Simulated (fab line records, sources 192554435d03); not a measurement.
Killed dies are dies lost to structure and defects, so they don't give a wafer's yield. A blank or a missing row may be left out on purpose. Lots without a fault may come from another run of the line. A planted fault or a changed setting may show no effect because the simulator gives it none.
Chamber matching | flow n5_finfet | N5_MOL_CONTACT_COAG_ETCH_67 on rie_diel-01: 4 sister chambers
The step etches SOC in N2/H2, target depth 60 nm, overetch 21 nm, time 101.2 s. 4 wafers are shown with their chamber, then 7 later ones without.

WAFERS WITH THEIR CHAMBER
wafer  | chamber | drypump_motor_current_A (A)
L082.2 | 3       | 6.1
L082.5 | 2       | 5.2
L086.1 | 1       | 6.7
L086.5 | 0       | 6.0

WAFERS WITHOUT THEIR CHAMBER
wafer  | drypump_motor_current_A (A)
L086.6 | 6.7
L092.1 | 5.1
L092.2 | 6.7
L092.3 | 6.1
L094.2 | 6.1
L094.4 | 6.0
L094.5 | 6.0

WHICH CHAMBER EACH WENT THROUGH
wafer  | from the rows above | in truth
L086.6 | 1                   | 1
L092.1 | 2                   | 2
L092.2 | 1                   | 1
L092.3 | 3                   | 3
L094.2 | 3                   | 3
L094.4 | 0                   | 0
L094.5 | 0                   | 0
Placed correctly: 7 of 7. Can't be placed from these rows: 0. Placed wrongly: 0.
How it was worked out, from the rows above alone: a wafer's distance from a chamber is the root of the sum, over the readings, of the square of ((its reading less the chamber's mean) divided by the reading's scatter). The wafer belongs to the nearest chamber; if the next one is less than 2 further off, it can't be placed. A chamber's mean is the mean of its shown wafers. The scatter: with one shown wafer a chamber, the root of the mean of the squares of how far each hidden wafer lies from its nearest shown one.
